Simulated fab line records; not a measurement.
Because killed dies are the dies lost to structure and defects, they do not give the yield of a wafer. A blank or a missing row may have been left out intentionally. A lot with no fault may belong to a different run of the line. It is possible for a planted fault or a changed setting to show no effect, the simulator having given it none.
Chamber matching + flow n5Finfet + 4 sister chambers for N5_ZERO_LAYER_ETCH_18 on rieSi-06
The step etches Si in HBr/Cl2, target depth 120 nm, time 40 s. 4 wafers are shown with their chamber, then 12 later ones without.

## WAFERS, EACH WITH ITS CHAMBER
| wafer  | chamber | throttleValvePct (%) |
|--------|---------|----------------------|
| L088.4 | 0       | 36.41                |
| L091.1 | 3       | 36.51                |
| L091.4 | 2       | 36.60                |
| L091.5 | 1       | 36.10                |

## WAFERS WITH NO CHAMBER GIVEN
| wafer  | throttleValvePct (%) |
|--------|----------------------|
| L092.2 | 36.10                |
| L092.4 | 36.58                |
| L092.6 | 36.41                |
| L093.1 | 36.60                |
| L093.4 | 36.09                |
| L093.6 | 36.60                |
| L094.1 | 36.09                |
| L094.2 | 36.61                |
| L094.6 | 36.59                |
| L096.1 | 36.41                |
| L096.4 | 36.10                |
| L096.6 | 36.42                |

## EACH ONE'S CHAMBER
| wafer  | from the rows above | in truth |
|--------|---------------------|----------|
| L092.2 | 1                   | 1        |
| L092.4 | 2                   | 2        |
| L092.6 | 0                   | 0        |
| L093.1 | 2                   | 2        |
| L093.4 | 1                   | 1        |
| L093.6 | 2                   | 2        |
| L094.1 | 1                   | 1        |
| L094.2 | 2                   | 2        |
| L094.6 | 2                   | 2        |
| L096.1 | 0                   | 0        |
| L096.4 | 1                   | 1        |
| L096.6 | 0                   | 0        |
Correctly placed: 12 of 12. Not placeable from these rows: 0. Number placed wrongly: 0.
How it was worked out, from the rows above alone: a wafer's distance from a chamber is the root of the sum, over the readings, of the square of ((its reading less the chamber's mean) divided by the reading's scatter). If the next closest chamber is less than 2 further off than the closest, the wafer can't be placed; otherwise it belongs to the closest. A chamber's mean is the mean of its shown wafers. The scatter: root of mean squared gap, hidden wafer to nearest shown wafer, with one shown wafer a chamber.
